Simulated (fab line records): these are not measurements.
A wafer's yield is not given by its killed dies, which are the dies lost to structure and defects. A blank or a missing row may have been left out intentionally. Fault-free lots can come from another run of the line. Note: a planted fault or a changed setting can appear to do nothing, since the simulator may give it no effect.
Chamber matching    flow n5 finfet    N5_BEOL_M1_CMP_52 on cmp-03 has 4 sister chambers
The step polishes, stops on SiOC, t overpolish 6.8 s, target thk 40 nm. 4 wafers are shown with their chamber, then 9 later ones without.

WAFERS, EACH WITH ITS CHAMBER
wafer   chamber  motor current A (A)
L086.3  3        5.9
L088.1  0        7.3
L090.1  1        5.8
L090.3  2        6.2

WAFERS MISSING THEIR CHAMBER
wafer   motor current A (A)
L092.1  5.7
L092.2  7.3
L092.3  5.8
L093.1  6.7
L093.3  5.7
L093.4  7.5
L096.3  5.7
L094.3  5.7
L094.4  6.4

CHAMBER TAKEN BY EACH
wafer   from the rows above                in truth
L092.1  can't be placed: 1 or 3 or 2       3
L092.2  0                                  0
L092.3  can't be placed: 1 or 3 or 2       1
L093.1  can't be placed: 2 or 0 or 3 or 1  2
L093.3  can't be placed: 1 or 3 or 2       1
L093.4  0                                  0
L096.3  can't be placed: 1 or 3 or 2       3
L094.3  can't be placed: 1 or 3 or 2       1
L094.4  can't be placed: 2 or 3 or 1       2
2 of 9 placed correctly. Cannot be placed on the basis of these rows: 7; the candidates contain the true chamber in 7. Number placed wrongly: 0.
How it was worked out, from the rows above alone: a wafer's distance from a chamber is the root of the sum, over the readings, of the square of ((its reading less the chamber's mean) divided by the reading's scatter). The wafer belongs to the nearest chamber; if the next one is less than 2 further off, it can't be placed. A chamber's mean is the mean of its shown wafers. The scatter: with one shown wafer a chamber, the root of the mean of the squares of how far each hidden wafer lies from its nearest shown one.
